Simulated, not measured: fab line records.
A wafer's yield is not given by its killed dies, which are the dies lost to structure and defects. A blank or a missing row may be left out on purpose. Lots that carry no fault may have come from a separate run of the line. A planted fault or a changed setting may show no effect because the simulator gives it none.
fab line records	flow nandHarc
[record] lots = 5	wafers = 15	lastDay = 31
route steps=1302 shown THIN_TSV@1279 END@1301
lots that met no fault: from a run of the same line without faults
startH: hours from the record's opening day to when the first of the lot's shown wafers began	waitH: hours from the lot's prior step to this one	" same as the row above	L1.1+2: a single row standing in for several wafers	- no value present, or no start provided	* or withheld: withheld	< > ~ a bound
route shown NAME@n: names a module that has steps shown in the file, with the first one's number in the route	usual: mean/standard deviation taken from wafers without a fault	same: alike in all rows	chamber/n: place in a boat	sites: per-site readings	_std_site: standard deviation of those values	_edge_site: outer sites' mean less inner sites'	radiusMm: how far each site lies from the wafer's centre	mask NAME#n: copy n	behind: the tool/chamber that last shaped the wafer	hold: the reason the lot was held/the length of the hold in hours/how it ended	device: transistor that didn't switch, given as n, p or np	end of line: tests run on the same wafers once the route is complete	for a step that has no rows: nothing shown but its recipe	killed: count of dies lost to structure and defects at first sort (not the wafer's yield)	map: a wafer's dies, marking killed ones x, the rest . and places with no die _
set.NAME: the setting that was run; set.NAME@STEP: the one run at that earlier step	model.NAME: the simulator's own value behind a step, which no gauge read
certain route steps with their lots: each step a table, each wafer a row
services: when a tool's chamber went out of use (startH, in hours from the record's first day, below 0 if earlier), for how many hours, and the reason
[[steps]]
[step NHARC_THIN_TSV_DEGAS_53]
[recipe] tempC = 300	timeS = 60
[usual] heaterPowerW = 470/45
lot.wafer	tool	chamber	startH	waitH	heaterPowerW
L081.2	pvdSputter-01	-	631.64	0.1	424
L081.4	"	-	"	"	408
L081.1	"	-	"	"	479
L084.3	pvdSputter-02	-	664.92	0.1	470
L084.4	"	-	"	"	473
L084.5	"	-	"	"	476
L085.3	pvdSputter-01	-	673.96	0.1	405
L085.2	"	-	"	"	474
L085.6	"	-	"	"	475
L088.2	pvdSputter-02	-	698.85	0.1	472
L088.3	"	-	"	"	545
L088.4	"	-	"	"	474
L092.4	pvdSputter-02	-	726.48	0.1	470
L092.1	"	-	"	"	458
L092.6	"	-	"	"	483
[step NHARC_THIN_TSV_PRE_CLEAN_54]
[recipe] timeS = 30	tempC = 280	gas = H2/He
[usual] heaterPowerW = 412/38
lot.wafer	tool	chamber	startH	waitH	heaterPowerW
L081.4	pvdSputter-01	-	631.70	0.0	346
L081.1	"	-	"	"	406
L081.2	"	-	"	"	391
L084.3	pvdSputter-02	-	664.99	0.1	504
L084.4	"	-	"	"	410
L084.5	"	-	"	"	496
L085.3	pvdSputter-01	-	674.03	0.1	389
L085.2	"	-	"	"	363
L085.6	"	-	"	"	393
L088.3	pvdSputter-02	-	698.93	0.0	509
L088.2	"	-	"	"	416
L088.4	"	-	"	"	420
L092.4	pvdSputter-02	-	726.57	0.1	422
L092.1	"	-	"	"	428
L092.6	"	-	"	"	414
[step NHARC_THIN_TSV_PVD_55]
[recipe] targetThkA = 500	material = TiN
lot.wafer	tool	chamber	startH	waitH
L081.4+2+1	pvdSputter-01	-	631.78	0.1
L084.3+4+5	pvdSputter-02	-	665.07	0.1
L085.2+3+6	pvdSputter-01	-	674.11	0.0
L088.4+3+2	pvdSputter-02	-	699.00	0.0
L092.4+1+6	pvdSputter-02	-	726.63	0.1
[step NHARC_THIN_TSV_PVD_24]
[recipe] targetThkA = 8000	powerW = withheld	chamberPressurePa = withheld	substrateTempC = withheld	timeS = withheld	gas = Ar	material = Al
lot.wafer	tool	chamber	startH	waitH
L081.2+1+4	pvdSputter-01	-	631.93	0.1
L084.4+3+5	pvdSputter-02	-	665.20	0.1
L085.2+3+6	pvdSputter-01	-	674.37	0.2
L088.3+2+4	pvdSputter-02	-	699.15	0.1
L092.4+1+6	pvdSputter-02	-	726.79	0.1
[step NHARC_THIN_TSV_DEHYDRATE_25]
[recipe] tempC = 150	timeS = 120
[usual] resistLineTempC = 22.99/0.099
lot.wafer	tool	chamber	startH	waitH	resistLineTempC
L081.1	lithoTrack-07	0	632.35	-	22.89
L081.2	"	0	"	"	23.01
L081.4	"	0	"	"	23.06
L084.3	lithoTrack-05	0	665.62	-	22.90
L084.4	"	0	"	"	23.24
L084.5	"	0	"	"	23.10
L085.2	lithoTrack-05	0	674.68	-	23.07
L085.3	"	0	"	"	22.96
L085.6	"	0	"	"	23.09
L088.2	lithoTrack-02	0	699.57	-	23.14
L088.3	"	0	"	"	22.78
L088.4	"	0	"	"	23.03
L092.1	lithoTrack-02	0	727.20	-	22.90
L092.4	"	0	"	"	22.93
L092.6	"	0	"	"	22.87
[step NHARC_THIN_TSV_HMDS_26]
[recipe] timeS = 30
[usual] resistLineTempC = 23.00/0.098
lot.wafer	tool	chamber	startH	waitH	resistLineTempC
L081.1	lithoTrack-07	0	-	-	23.02
L081.2	"	0	"	"	22.98
L081.4	"	0	"	"	22.98
L084.3	lithoTrack-05	0	-	-	22.92
L084.4	"	0	"	"	22.88
L084.5	"	0	"	"	23.08
L085.2	lithoTrack-05	0	-	-	22.87
L085.3	"	0	"	"	23.01
L085.6	"	0	"	"	22.78
L088.2	lithoTrack-02	0	-	-	22.92
L088.3	"	0	"	"	23.24
L088.4	"	0	"	"	23.09
L092.1	lithoTrack-02	0	-	-	22.97
L092.4	"	0	"	"	22.98
L092.6	"	0	"	"	23.11
[step NHARC_THIN_TSV_COAT_27]
[recipe] spinRpm = *
[usual] resistLineTempC = 23.02/0.11
lot.wafer	tool	chamber	startH	waitH	resistLineTempC
L081.1	lithoTrack-07	0	-	-	23.12
L081.2	"	0	"	"	23.04
L081.4	"	0	"	"	23.10
L084.3	lithoTrack-05	0	-	-	22.94
L084.4	"	0	"	"	23.17
L084.5	"	0	"	"	23.13
L085.2	lithoTrack-05	0	-	-	23.06
L085.3	"	0	"	"	23.16
L085.6	"	0	"	"	23.04
L088.2	lithoTrack-02	0	-	-	23.09
L088.3	"	0	"	"	23.13
L088.4	"	0	"	"	23.18
L092.1	lithoTrack-02	0	-	-	22.89
L092.4	"	0	"	"	22.99
L092.6	"	0	"	"	22.92
[step NHARC_THIN_TSV_SOFTBAKE_28]
[recipe] tempC = 122	timeS = 95
[usual] resistLineTempC = 22.98/0.11
lot.wafer	tool	chamber	startH	waitH	resistLineTempC
L081.1	lithoTrack-07	0	-	-	23.06
L081.2	"	0	"	"	23.16
L081.4	"	0	"	"	23.32
L084.3	lithoTrack-05	0	-	-	22.86
L084.4	"	0	"	"	22.94
L084.5	"	0	"	"	22.92
L085.2	lithoTrack-05	0	-	-	22.99
L085.3	"	0	"	"	23.03
L085.6	"	0	"	"	23.08
L088.2	lithoTrack-02	0	-	-	23.09
L088.3	"	0	"	"	22.90
L088.4	"	0	"	"	23.09
L092.1	lithoTrack-02	0	-	-	22.98
L092.4	"	0	"	"	22.95
L092.6	"	0	"	"	23.05
[step NHARC_THIN_TSV_EBR_29]
[usual] resistLineTempC = 23.00/0.11
lot.wafer	tool	chamber	startH	waitH	resistLineTempC
L081.1	lithoTrack-07	0	-	-	23.03
L081.2	"	0	"	"	23.12
L081.4	"	0	"	"	23.05
L084.3	lithoTrack-05	0	-	-	22.87
L084.4	"	0	"	"	22.89
L084.5	"	0	"	"	22.80
L085.2	lithoTrack-05	0	-	-	22.75
L085.3	"	0	"	"	23.12
L085.6	"	0	"	"	22.88
L088.2	lithoTrack-02	0	-	-	23.02
L088.3	"	0	"	"	22.93
L088.4	"	0	"	"	22.98
L092.1	lithoTrack-02	0	-	-	23.10
L092.4	"	0	"	"	23.24
L092.6	"	0	"	"	22.88
[step NHARC_THIN_TSV_EXPOSE_30]
[recipe] na = 0.55	doseMj = 11.47	maskId = PAD
lot.wafer	tool	chamber	startH	waitH	mask
L081.1+2+4	krfScanner-04	0	632.62	-	PAD#0
L084.3+4+5	krfScanner-01	0	665.89	-	PAD#0
L085.2+3+6	krfScanner-04	0	674.95	-	PAD#0
L088.2+3+4	krfScanner-01	0	699.84	-	PAD#0
L092.1+4+6	krfScanner-03	0	727.47	-	PAD#0
[step NHARC_THIN_TSV_PEB_31]
[recipe] pebTempC = 118	pebTimeS = 85
[usual] resistLineTempC = 23.04/0.096
lot.wafer	tool	chamber	startH	waitH	resistLineTempC
L081.1	lithoTrack-07	0	632.69	0.1	22.92
L081.2	"	0	"	"	23.03
L081.4	"	0	"	"	22.90
L084.3	lithoTrack-07	0	665.95	0.1	22.86
L084.4	"	0	"	"	22.92
L084.5	"	0	"	"	23.07
L085.2	lithoTrack-07	0	675.01	0.1	23.06
L085.3	"	0	"	"	22.95
L085.6	"	0	"	"	23.01
L088.2	lithoTrack-07	0	699.90	0.1	23.16
L088.3	"	0	"	"	23.15
L088.4	"	0	"	"	23.13
L092.1	lithoTrack-07	0	727.53	0.1	23.07
L092.4	"	0	"	"	23.10
L092.6	"	0	"	"	23.01
[step NHARC_THIN_TSV_DEVELOP_32]
[recipe] timeS = 70
[usual] resistLineTempC = 23.01/0.1
lot.wafer	tool	chamber	startH	waitH	resistLineTempC
L081.1	lithoTrack-07	0	-	-	23.05
L081.2	"	0	"	"	22.91
L081.4	"	0	"	"	22.95
L084.3	lithoTrack-07	0	-	-	23.08
L084.4	"	0	"	"	22.92
L084.5	"	0	"	"	22.86
L085.2	lithoTrack-07	0	-	-	23.24
L085.3	"	0	"	"	23.21
L085.6	"	0	"	"	23.15
L088.2	lithoTrack-07	0	-	-	23.13
L088.3	"	0	"	"	23.11
L088.4	"	0	"	"	22.93
L092.1	lithoTrack-07	0	-	-	23.10
L092.4	"	0	"	"	23.05
L092.6	"	0	"	"	23.15
[step NHARC_THIN_TSV_CD_MEAS_33]
[recipe] targetCdNm = 5000	landingEnergyEv = 500
[usual] cdNm = 5000.6/2.1
lot.wafer	tool	chamber	startH	waitH	cdNm
L081.1	cdSem-01	0	632.78	-	4999.2
L081.2	"	0	"	"	4997.8
L081.4	"	0	"	"	4998.6
L084.3	cdSem-01	0	666.05	-	5003.3
L084.4	"	0	"	"	5002.7
L084.5	"	0	"	"	5000.5
L085.2	cdSem-01	0	675.10	-	5003.3
L085.3	"	0	"	"	5001.8
L085.6	"	0	"	"	5001.3
L088.2	cdSem-03	0	700.00	-	5003.9
L088.3	"	0	"	"	5003.0
L088.4	"	0	"	"	5001.4
L092.1	cdSem-01	0	727.62	-	5001.2
L092.4	"	0	"	"	5002.6
L092.6	"	0	"	"	4997.3
[step NHARC_THIN_TSV_HARDBAKE_34]
[recipe] tempC = 125	timeS = 80
[usual] resistLineTempC = 23.01/0.1
lot.wafer	tool	chamber	startH	waitH	resistLineTempC
L081.1	lithoTrack-07	0	632.86	-	23.19
L081.2	"	0	"	"	23.19
L081.4	"	0	"	"	23.14
L084.3	lithoTrack-05	0	666.13	-	22.95
L084.4	"	0	"	"	22.86
L084.5	"	0	"	"	23.10
L085.2	lithoTrack-02	0	675.20	-	22.92
L085.3	"	0	"	"	23.03
L085.6	"	0	"	"	22.97
L088.2	lithoTrack-05	0	700.08	-	23.07
L088.3	"	0	"	"	23.11
L088.4	"	0	"	"	23.12
L092.1	lithoTrack-02	0	727.70	-	23.02
L092.4	"	0	"	"	22.92
L092.6	"	0	"	"	23.18
[step NHARC_THIN_TSV_DESCUM_35]
[recipe] timeS = 3	o2FlowSccm = 200	arFlowSccm = 0	biasPowerW = 0	chemistry = O2
[usual] drypumpMotorCurrentA = 5.5/0.4	oesProductAu = 1.003/0.014	rfVppV = 57.7/0.87	showerheadPlenumPTorr = 1.90/0.061	throttleValvePct = 11.311/0.0091
lot.wafer	tool	chamber	startH	waitH	drypumpMotorCurrentA	oesProductAu	rfHoursCounterH	rfVppV	showerheadPlenumPTorr	throttleValvePct
L081.1	rieDiel-11	1	632.94	-	6.1	1.017	0.6	57.2	1.88	11.325
L081.4	"	2	"	"	5.3	1.004	0.6	58.7	1.92	11.297
L081.2	"	3	"	"	5.3	1.014	0.7	56.9	1.86	11.304
L084.3	rieDiel-02	1	666.21	-	6.1	1.022	4.5	56.3	1.79	11.325
L084.4	"	3	"	"	5.8	1.029	5.7	56.7	2.01	11.314
L084.5	"	1	"	"	6.1	1.012	-	56.6	1.79	11.305
L085.3	rieDiel-11	2	675.28	-	5.3	1.009	2.0	56.5	1.92	11.308
L085.2	"	1	"	"	6.1	1.016	2.2	57.7	1.88	11.300
L085.6	"	2	"	"	5.3	1.005	-	58.8	1.92	11.302
L088.4	rieDiel-02	0	700.15	-	5.1	0.980	7.9	56.1	1.85	11.298
L088.2	"	1	"	"	6.0	0.989	6.7	56.6	1.79	11.303
L088.3	"	3	"	"	5.8	1.009	7.5	58.7	2.01	11.315
L092.4	rieDiel-09	1	727.78	-	4.7	0.985	1.3	58.5	1.95	11.296
L092.1	"	2	"	"	5.4	0.985	1.4	58.1	1.83	11.302
L092.6	"	2	"	"	5.4	0.985	-	57.0	1.83	11.325
[step NHARC_THIN_TSV_ETCH_59]
[recipe] targetDepthA = 8800	icpW = 900	biasW = 100	Cl2_flow_sccm = 60	bcl3FlowSccm = 30	timeS = 138.1	chemistry = Cl2/BCl3
[usual] drypumpMotorCurrentA = 5.8/0.62	oesProductAu = 0.998/0.009	throttleValvePct = 22.265/0.0097
lot.wafer	tool	chamber	startH	waitH	drypumpMotorCurrentA	oesProductAu	rfHoursCounterH	throttleValvePct
L081.1	rieMetal-01	0	633.07	0.1	6.2	1.008	1.0	22.262
L081.2	"	1	"	"	4.8	1.014	1.0	22.270
L081.4	"	1	"	"	4.8	1.012	-	22.258
L084.4	rieMetal-01	0	666.40	0.1	6.2	0.995	-	22.266
L084.3	"	1	"	"	4.8	0.993	-	22.281
L084.5	"	0	"	"	6.2	0.989	-	22.248
L085.2	rieMetal-03	1	675.44	0.1	6.3	1.009	1.9	22.257
L085.3	"	0	"	"	6.5	1.011	-	22.274
L085.6	"	0	"	"	6.5	1.016	-	22.257
L088.2	rieMetal-01	0	700.28	0.1	6.2	0.997	2.5	22.267
L088.3	"	0	"	"	6.2	0.999	-	22.255
L088.4	"	1	"	"	4.8	1.005	-	22.263
L092.1	rieMetal-02	0	727.95	0.1	5.7	1.005	1.4	22.267
L092.4	"	1	"	"	5.5	0.988	-	22.268
L092.6	"	0	"	"	5.7	0.993	-	22.276
[step NHARC_THIN_TSV_ETCH_36]
[recipe] targetDepthA = 650	overEtchFrac = 0.3	timeS = 18.571	ionEnergyEv = 150	chemistry = Cl2/BCl3
[usual] drypumpMotorCurrentA = 5.8/0.62	oesProductAu = 0.999/0.0095
[same] overEtchFrac = 0.3
lot.wafer	tool	chamber	startH	waitH	drypumpMotorCurrentA	oesProductAu	rfHoursCounterH
L081.1	rieMetal-01	0	633.33	0.2	6.2	1.001	1.1
L081.2	"	1	"	"	4.8	1.023	1.1
L081.4	"	0	"	"	6.2	1.002	-
L084.4	rieMetal-01	0	666.60	0.2	6.2	0.996	-
L084.3	"	1	"	"	4.8	1.001	-
L084.5	"	0	"	"	6.2	1.001	-
L085.2	rieMetal-03	0	675.66	0.2	6.4	1.008	2.0
L085.3	"	1	"	"	6.3	1.000	-
L085.6	"	1	"	"	6.3	1.005	-
L088.2	rieMetal-01	0	700.55	0.2	6.2	0.992	2.6
L088.4	"	1	"	"	4.8	0.984	-
L088.3	"	0	"	"	6.2	0.981	-
L092.1	rieMetal-02	0	728.17	0.2	5.6	1.006	1.5
L092.4	"	1	"	"	5.5	0.994	-
L092.6	"	1	"	"	5.5	0.986	-
[step NHARC_THIN_TSV_STRIP_56]
[recipe] powerW = 1500	tempC = 250	chemistry = O2
[usual] drypumpMotorCurrentA = 5.9/0.48	heaterPowerW = 356/36
lot.wafer	tool	chamber	startH	waitH	drypumpMotorCurrentA	heaterPowerW	rfHoursCounterH
L081.1	plasmaAsher-01	1	633.44	0.1	5.8	323	23
L081.2	"	0	"	"	6.7	309	23
L081.4	"	1	"	"	5.8	324	-
L084.3	plasmaAsher-02	0	666.78	0.2	5.4	396	-
L084.4	"	1	"	"	5.7	394	-
L084.5	"	1	"	"	5.7	388	-
L085.2	plasmaAsher-02	1	675.80	0.1	5.7	404	12
L085.3	"	1	"	"	5.7	399	-
L085.6	"	0	"	"	5.3	394	-
L088.2	plasmaAsher-02	0	700.69	0.1	5.4	387	17
L088.4	"	1	"	"	5.7	410	-
L088.3	"	0	"	"	5.4	400	-
L092.1	plasmaAsher-01	1	728.32	0.1	5.8	332	5
L092.4	"	0	"	"	6.6	332	-
L092.6	"	0	"	"	6.6	324	-
[step NHARC_THIN_TSV_STRIP_57]
[recipe] timeS = 1200	tempC = 72.5	chemistry = postEtchResidueRemover
lot.wafer	tool	chamber	startH	waitH
L081.4+2+1	wetBench-08	5,6,7	633.80	0.2
L084.5+4+3	wetBench-08	1,2,3	667.04	0.1
L085.3+2+6	wetBench-10	7,0,4	676.14	0.2
L088.3+4+2	wetBench-08	0,2,3	700.99	0.2
L092.1+6+4	wetBench-10	4,5,7	728.64	0.3
[step NHARC_THIN_TSV_CD_MEAS_37]
[usual] cdNm = 5001/3.3
lot.wafer	tool	chamber	startH	waitH	cdNm
L081.1	cdSem-02	-	634.23	-	4999
L081.2	"	-	"	"	5003
L081.4	"	-	"	"	4998
L084.3	cdSem-02	-	667.48	-	5003
L084.4	"	-	"	"	5005
L084.5	"	-	"	"	5006
L085.2	cdSem-02	-	676.59	-	5006
L085.3	"	-	"	"	5000
L085.6	"	-	"	"	5003
L088.2	cdSem-03	-	701.44	-	5008
L088.3	"	-	"	"	5001
L088.4	"	-	"	"	5005
L092.1	cdSem-01	-	729.07	-	5004
L092.4	"	-	"	"	5007
L092.6	"	-	"	"	5001
[step NHARC_THIN_TSV_ANNEAL_58]
[recipe] tempC = 400	timeS = 1800
[usual] zonePowerBottomPct = 6.04/0.13
lot.wafer	tool	chamber	startH	waitH	zonePowerBottomPct
L081.1	furnace-06	0	636.50	2.3	6.11
L081.2	"	0	"	"	6.22
L081.4	"	0	"	"	6.19
L084.3	furnace-03	0	670.55	3.1	6.05
L084.4	"	0	"	"	5.91
L084.5	"	0	"	"	5.92
L085.2	furnace-03	0	679.66	3.1	6.00
L085.3	"	0	"	"	5.98
L085.6	"	0	"	"	5.93
L088.2	furnace-06	0	702.00	0.6	6.13
L088.3	"	0	"	"	6.31
L088.4	"	0	"	"	6.19
L092.1	furnace-03	0	732.64	3.6	5.85
L092.4	"	0	"	"	6.00
L092.6	"	0	"	"	6.04
[step NHARC_THIN_TSV_INSPECT_40]
[usual] rawDefectCount = 579/82
lot.wafer	tool	chamber	startH	waitH	rawDefectCount
L081.1	defectInspect-01	-	637.96	0.4	509
L081.2	"	-	"	"	554
L081.4	"	-	"	"	688
L084.3	defectInspect-01	-	671.99	0.4	445
L084.4	"	-	"	"	565
L084.5	"	-	"	"	579
L085.2	defectInspect-01	-	681.09	0.4	587
L085.3	"	-	"	"	593
L085.6	"	-	"	"	482
L088.2	defectInspect-02	-	703.44	0.4	593
L088.3	"	-	"	"	552
L088.4	"	-	"	"	591
L092.1	defectInspect-01	-	734.08	0.4	813
L092.4	"	-	"	"	934
L092.6	"	-	"	"	661
[step NHARC_END_WLT_00]
[usual] VT_DECK1_BOTTOM = 0.874/0.0072	VT_DECK1_BOTTOM_INNER = 0.874/0.0074	VT_DECK1_MEDIAN_NEAR_BOTTOM = 0.874/0.0069	VT_DECK1_MEDIAN_NEAR_BOTTOM_INNER = 0.875/0.0079	VT_DECK1_MIDDLE = 0.887/0.0062	VT_DECK1_MIDDLE_INNER = 0.886/0.0069	VT_DECK1_TOP = 0.897/0.0069	VT_DECK1_TOP_INNER = 0.897/0.0074	VT_DECK2_BOTTOM = 0.871/0.0096	VT_DECK2_BOTTOM_INNER = 0.871/0.0095	VT_DECK2_MEDIAN_NEAR_BOTTOM = 0.872/0.0097	VT_DECK2_MEDIAN_NEAR_BOTTOM_INNER = 0.872/0.0095	VT_DECK2_MIDDLE = 0.885/0.0086	VT_DECK2_MIDDLE_INNER = 0.883/0.0082	VT_DECK2_TOP = 0.895/0.008	VT_DECK2_TOP_INNER = 0.895/0.0083
lot.wafer	tool	chamber	startH	waitH	VT_DECK1_BOTTOM	VT_DECK1_BOTTOM_INNER	VT_DECK1_MEDIAN_NEAR_BOTTOM	VT_DECK1_MEDIAN_NEAR_BOTTOM_INNER	VT_DECK1_MIDDLE	VT_DECK1_MIDDLE_INNER	VT_DECK1_TOP	VT_DECK1_TOP_INNER	VT_DECK2_BOTTOM	VT_DECK2_BOTTOM_INNER	VT_DECK2_MEDIAN_NEAR_BOTTOM	VT_DECK2_MEDIAN_NEAR_BOTTOM_INNER	VT_DECK2_MIDDLE	VT_DECK2_MIDDLE_INNER	VT_DECK2_TOP	VT_DECK2_TOP_INNER
L081.1	prober-01	-	638.01	0.0	0.876	0.871	0.871	0.878	0.881	0.886	0.894	0.881	0.851	0.867	0.858	0.866	0.873	0.876	0.886	0.896
L081.2	"	-	"	"	0.872	0.867	0.866	0.879	0.880	0.881	0.888	0.888	0.861	0.861	0.854	0.869	0.881	0.885	0.892	0.894
L081.4	"	-	639.51	1.6	0.856	0.854	0.870	0.856	0.882	0.883	0.889	0.892	0.868	0.869	0.868	0.874	0.877	0.876	0.894	0.894
L084.3	prober-02	-	673.05	1.1	0.869	0.872	0.881	0.866	0.884	0.884	0.902	0.903	0.881	0.873	0.873	0.878	0.895	0.887	0.896	0.893
L084.4	"	-	"	"	0.879	0.885	0.879	0.872	0.893	0.884	0.901	0.901	0.887	0.882	0.881	0.889	0.892	0.891	0.904	0.901
L084.5	"	-	"	"	0.876	0.876	0.876	0.876	0.892	0.882	0.899	0.894	0.889	0.877	0.881	0.877	0.886	0.897	0.904	0.901
L085.2	prober-01	-	681.64	0.5	0.869	0.878	0.870	0.873	0.881	0.875	0.894	0.891	0.868	0.875	0.878	0.875	0.878	0.883	0.894	0.891
L085.3	"	-	"	"	0.868	0.866	0.865	0.870	0.883	0.881	0.887	0.890	0.869	0.868	0.869	0.873	0.885	0.878	0.891	0.891
L085.6	"	-	683.63	2.5	0.868	0.864	0.873	0.869	0.885	0.872	0.898	0.889	0.863	0.860	0.865	0.870	0.881	0.884	0.888	0.891
L088.2	prober-01	-	703.99	0.6	0.878	0.865	0.874	0.868	0.889	0.886	0.895	0.895	0.874	0.876	0.884	0.884	0.894	0.892	0.910	0.909
L088.3	"	-	"	"	0.874	0.871	0.870	0.864	0.886	0.881	0.897	0.904	0.875	0.873	0.873	0.869	0.894	0.890	0.903	0.910
L088.4	"	-	"	"	0.867	0.874	0.876	0.879	0.893	0.882	0.899	0.904	0.880	0.887	0.886	0.886	0.894	0.898	0.898	0.912
L092.1	prober-01	-	735.41	1.3	0.875	0.871	0.880	0.874	0.894	0.888	0.901	0.899	0.884	0.874	0.875	0.879	0.881	0.891	0.895	0.891
L092.4	"	-	736.92	2.8	0.880	0.875	0.882	0.884	0.889	0.887	0.899	0.898	0.856	0.856	0.861	0.856	0.870	0.879	0.898	0.885
L092.6	"	-	737.92	3.8	0.886	0.887	0.883	0.880	0.889	0.894	0.907	0.899	0.876	0.873	0.876	0.877	0.887	0.885	0.892	0.894
[step NHARC_END_SORT_01]
[recipe] tempC = 25
[usual] defectLimitedYield = 90.9/2.4	killedAtArray = 56/17	killedAtOther = 1.2/1.4	killedAtPeriphery = 4/3.2	killedDies = 61/16	killedOpen = 3.6/2.1	killedShort = 2.7/1.8
[same] grossDies = 677
lot.wafer	tool	chamber	startH	waitH	defectLimitedYield[%]	killedAtArray	killedAtOther	killedAtPeriphery	killedDies	killedOpen	killedShort
L088.3	prober-01	0	708.12	3.1	90.1	63	0	4	67	1	3
// killed by level:class
L088.3 A_CHANNEL_HOLE_D2:chamberFilmFlake=27 A_CHANNEL_HOLE_D1:chamberFilmFlake=24 A_CONTACT:chamberFilmFlake=4 A_SLIT:chamberFilmFlake=3 A_CHANNEL_FILL_D1:geometricParticle:short=2 P_M0:geometricParticle:open=1 A_CHANNEL_FILL_D2:geometricParticle:short=1 P_ZERO_WELL:chamberFilmFlake=1
[[services]]
tool	chamber	startH	hours	kind
rieDiel-11	-	609.57	9.0	pm
rieDiel-09	2	611.51	2.2	repair
krfScanner-03	-	614.91	0.2	repair
lithoTrack-02	-	629.62	-	consumableReplace:filter
rieMetal-02	-	631.06	9.0	pm
krfScanner-04	-	631.30	0.4	repair
rieDiel-02	1	637.50	6.2	repair
rieDiel-09	2	637.55	8.7	repair
pvdSputter-02	-	638.05	10.0	pm
wetBench-08	-	646.40	8.0	pm
lithoTrack-05	-	649.00	7.0	pm
furnace-06	-	656.00	26.0	pm
krfScanner-01	-	656.00	4.0	pm
wetBench-10	-	663.20	8.0	pm
rieMetal-02	1	666.58	8.1	repair
rieDiel-09	-	674.18	9.0	pm
wetBench-10	-	688.58	21.0	repair
rieDiel-11	2	689.41	4.6	repair
rieMetal-03	-	696.00	9.0	pm
plasmaAsher-01	-	696.26	9.0	pm
krfScanner-04	-	698.00	4.0	pm
pvdSputter-01	-	709.21	2.4	repair
rieMetal-01	0	710.47	1.3	repair
rieDiel-02	1	723.25	2.1	repair
[[key]]
fault none
